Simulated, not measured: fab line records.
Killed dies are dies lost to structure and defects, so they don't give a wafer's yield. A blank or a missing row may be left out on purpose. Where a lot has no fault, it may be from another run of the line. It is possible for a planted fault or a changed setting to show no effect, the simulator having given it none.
Chamber matching / flow nandHarc / cmp-03 running NHARC_THIN_TSV_CMP_01: 4 sister chambers
The step polishes. 8 wafers are shown with their chamber, then 7 later ones without.

== WAFERS, EACH WITH ITS CHAMBER ==
wafer=L219.3; chamber=0; motorCurrentA (A)=10.8; retainingRingPressureFrac=1.009
wafer=L223.3; chamber=2; motorCurrentA (A)=10.9; retainingRingPressureFrac=0.998
wafer=L223.5; chamber=1; motorCurrentA (A)=13.6; retainingRingPressureFrac=1.010
wafer=L225.1; chamber=3; motorCurrentA (A)=11.8; retainingRingPressureFrac=1.012
wafer=L225.3; chamber=0; motorCurrentA (A)=11.4; retainingRingPressureFrac=1.007
wafer=L225.6; chamber=3; motorCurrentA (A)=11.6; retainingRingPressureFrac=1.008
wafer=L227.1; chamber=2; motorCurrentA (A)=11.5; retainingRingPressureFrac=1.005
wafer=L227.3; chamber=1; motorCurrentA (A)=13.3; retainingRingPressureFrac=1.002

== WAFERS MISSING THEIR CHAMBER ==
wafer=L227.6; motorCurrentA (A)=11.7; retainingRingPressureFrac=0.991
wafer=L230.1; motorCurrentA (A)=11.2; retainingRingPressureFrac=0.999
wafer=L230.2; motorCurrentA (A)=11.7; retainingRingPressureFrac=1.003
wafer=L230.4; motorCurrentA (A)=11.8; retainingRingPressureFrac=1.006
wafer=L233.2; motorCurrentA (A)=12.4; retainingRingPressureFrac=1.002
wafer=L233.4; motorCurrentA (A)=11.7; retainingRingPressureFrac=0.992
wafer=L233.5; motorCurrentA (A)=10.5; retainingRingPressureFrac=1.007

== EACH ONE'S CHAMBER ==
wafer=L227.6; from the rows above=can't be placed: 2 or 0 or 3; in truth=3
wafer=L230.1; from the rows above=can't be placed: 2 or 0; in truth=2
wafer=L230.2; from the rows above=can't be placed: 2 or 3 or 0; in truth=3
wafer=L230.4; from the rows above=can't be placed: 3 or 2 or 0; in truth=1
wafer=L233.2; from the rows above=can't be placed: 3 or 1 or 2 or 0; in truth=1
wafer=L233.4; from the rows above=can't be placed: 2 or 0 or 3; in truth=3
wafer=L233.5; from the rows above=can't be placed: 0 or 2 or 3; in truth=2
0 of 7 placed correctly. From these rows, 7 cannot be placed; in 6 the true chamber is one of the candidates. Placed wrongly: 0.
How it was worked out, from the rows above alone: a wafer's distance from a chamber is the root of the sum, over the readings, of the square of ((its reading less the chamber's mean) divided by the reading's scatter). If the next closest chamber is less than 2 further off than the closest, the wafer can't be placed; otherwise it belongs to the closest. Each chamber's mean is taken over the wafers shown for it. The scatter: the root of (the sum of the squares of (reading less its chamber's mean) over the shown wafers, divided by (wafers less chambers)).
